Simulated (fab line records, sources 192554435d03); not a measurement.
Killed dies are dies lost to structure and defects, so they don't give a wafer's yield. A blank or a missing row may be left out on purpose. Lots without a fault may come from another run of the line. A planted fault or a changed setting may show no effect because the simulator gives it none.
Chamber matching | flow n5_finfet | N5_BEOL_M5_PECVD_70 on pecvd-04: 3 sister chambers
The step deposits SiO2 from TEOS/O2, target thk 16 nm, time 18 s. 18 wafers are shown with their chamber, then 9 later ones without.

WAFERS WITH THEIR CHAMBER
wafer  | chamber | showerhead_plenum_p_Torr (Torr) | heater_power_w (W) | throttle_valve_pct (%)
L079.1 | 2       | 8.78                            | 697                | 22.7
L079.3 | 1       | 8.69                            | 581                | 22.8
L079.4 | 0       | 8.60                            | 792                | 22.2
L085.1 | 0       | 8.61                            | 747                | 22.7
L085.2 | 1       | 8.70                            | 611                | 23.1
L085.6 | 0       | 8.60                            | 755                | 22.6
L086.2 | 0       | 8.61                            | 761                | 22.4
L086.3 | 0       | 8.61                            | 749                | 22.5
L086.4 | 2       | 8.77                            | 613                | 23.1
L090.1 | 1       | 8.69                            | 665                | 23.0
L090.2 | 0       | 8.62                            | 691                | 22.7
L090.4 | 2       | 8.76                            | 658                | 22.8
L087.2 | 1       | 8.73                            | 589                | 22.8
L087.3 | 0       | 8.61                            | 693                | 22.8
L087.4 | 0       | 8.62                            | 703                | 22.4
L092.1 | 0       | 8.62                            | 789                | 22.8
L092.2 | 1       | 8.71                            | 581                | 22.9
L092.3 | 2       | 8.74                            | 683                | 23.2

SIGNATURES (means of the wafers above)
reading                  | chamber 0 | chamber 1 | chamber 2 | scatter within a chamber
showerhead_plenum_p_Torr | 8.6111    | 8.7040    | 8.7625    | 0.0129
heater_power_w           | 742.22    | 605.40    | 662.75    | 37.4
throttle_valve_pct       | 22.567    | 22.920    | 22.950    | 0.196
Rule: a wafer's distance from a chamber is the root of the sum, over the readings, of the square of ((its reading less the chamber's mean) divided by the reading's scatter). The wafer belongs to the nearest chamber; if the next one is less than 2 further off, it can't be placed. The scatter: the root of (the sum of the squares of (reading less its chamber's mean) over the shown wafers, divided by (wafers less chambers)).

WAFERS WITHOUT THEIR CHAMBER
wafer  | showerhead_plenum_p_Torr (Torr) | heater_power_w (W) | throttle_valve_pct (%)
L093.1 | 8.77                            | 596                | 23.1
L093.2 | 8.60                            | 713                | 22.5
L093.4 | 8.60                            | 700                | 22.3
L096.2 | 8.68                            | 640                | 23.0
L096.3 | 8.80                            | 621                | 23.2
L096.5 | 8.61                            | 809                | 22.6
L095.3 | 8.62                            | 783                | 22.5
L095.4 | 8.75                            | 693                | 23.5
L095.5 | 8.61                            | 767                | 22.5

WHICH CHAMBER EACH WENT THROUGH
wafer  | from the rows above | in truth
L093.1 | 2                   | 2
L093.2 | 0                   | 0
L093.4 | 0                   | 0
L096.2 | 1                   | 1
L096.3 | 2                   | 2
L096.5 | 0                   | 0
L095.3 | 0                   | 0
L095.4 | 2                   | 2
L095.5 | 0                   | 0
Placed correctly: 9 of 9. Can't be placed from these rows: 0. Placed wrongly: 0.
